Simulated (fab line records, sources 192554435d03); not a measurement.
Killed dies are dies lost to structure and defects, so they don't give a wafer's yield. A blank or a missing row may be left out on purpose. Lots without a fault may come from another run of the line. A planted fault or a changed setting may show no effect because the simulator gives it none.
Chamber matching | flow n5_finfet | N5_BEOL_M8_CMP_52 on cmp-04: 4 sister chambers
The step polishes, stops on SiCOH lowk, t overpolish 6.9 s, target thk 80 nm. 20 wafers are shown with their chamber, then 10 later ones without.

WAFERS WITH THEIR CHAMBER
wafer  | chamber | motor_current_A (A) | barrier_field_endpoint_s (s) | head_pressure_psi (psi)
L077.3 | 3       | 5.4                 | 28.9                         | 0.9991
L077.4 | 1       | 6.5                 | 29.8                         | 0.9950
L077.6 | 1       | 6.2                 | 29.8                         | 0.9941
L079.3 | 1       | 6.3                 | 29.9                         | 1.0002
L079.4 | 2       | 5.1                 | 29.2                         | 1.0005
L079.6 | 3       | 5.7                 | 29.7                         | 0.9990
L081.1 | 3       | 5.6                 | 30.3                         | 1.0018
L081.2 | 2       | 5.3                 | 29.8                         | 0.9971
L081.5 | 0       | 5.2                 | 30.0                         | 0.9991
L082.1 | 1       | 6.2                 | 30.0                         | 0.9974
L082.4 | 2       | 5.5                 | 29.4                         | 0.9998
L082.5 | 1       | 6.3                 | 29.8                         | 1.0001
L083.1 | 3       | 5.9                 | 29.7                         | 1.0002
L083.2 | 0       | 5.5                 | 30.3                         | 1.0020
L083.5 | 2       | 5.4                 | 30.2                         | 1.0007
L088.2 | 1       | 6.6                 | 29.6                         | 0.9963
L088.5 | 2       | 5.2                 | 30.1                         | 1.0011
L088.6 | 3       | 5.5                 | 29.3                         | 0.9949
L087.1 | 1       | 6.6                 | 29.9                         | 0.9971
L087.2 | 3       | 5.3                 | 28.7                         | 0.9990

SIGNATURES (means of the wafers above)
reading                  | chamber 0 | chamber 1 | chamber 2 | chamber 3 | scatter within a chamber
motor_current_A          | 5.350     | 6.386     | 5.300     | 5.567     | 0.188
barrier_field_endpoint_s | 30.150    | 29.829    | 29.740    | 29.433    | 0.405
head_pressure_psi        | 1.000550  | 0.997171  | 0.999840  | 0.999000  | 0.00214
Rule: a wafer's distance from a chamber is the root of the sum, over the readings, of the square of ((its reading less the chamber's mean) divided by the reading's scatter). The wafer belongs to the nearest chamber; if the next one is less than 2 further off, it can't be placed. The scatter: the root of (the sum of the squares of (reading less its chamber's mean) over the shown wafers, divided by (wafers less chambers)).

WAFERS WITHOUT THEIR CHAMBER
wafer  | motor_current_A (A) | barrier_field_endpoint_s (s) | head_pressure_psi (psi)
L087.6 | 5.8                 | 29.4                         | 0.9981
L091.1 | 5.4                 | 28.6                         | 0.9994
L091.3 | 5.2                 | 29.2                         | 0.9985
L091.4 | 5.3                 | 30.0                         | 0.9982
L093.1 | 6.3                 | 29.0                         | 0.9995
L093.2 | 5.3                 | 29.4                         | 1.0008
L093.3 | 5.7                 | 30.3                         | 1.0011
L097.4 | 5.5                 | 29.7                         | 1.0005
L097.5 | 5.5                 | 29.1                         | 1.0005
L097.6 | 5.4                 | 28.9                         | 0.9998

WHICH CHAMBER EACH WENT THROUGH
wafer  | from the rows above          | in truth
L087.6 | can't be placed: 3 or 2 or 0 | 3
L091.1 | can't be placed: 3 or 2 or 0 | 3
L091.3 | can't be placed: 2 or 3 or 0 | 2
L091.4 | can't be placed: 2 or 0 or 3 | 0
L093.1 | can't be placed: 1 or 3      | 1
L093.2 | can't be placed: 2 or 3 or 0 | 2
L093.3 | can't be placed: 0 or 3 or 2 | 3
L097.4 | can't be placed: 3 or 2 or 0 | 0
L097.5 | can't be placed: 3 or 2 or 0 | 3
L097.6 | can't be placed: 3 or 2 or 0 | 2
Placed correctly: 0 of 10. Can't be placed from these rows: 10 (the true chamber is among the candidates in 10). Placed wrongly: 0.
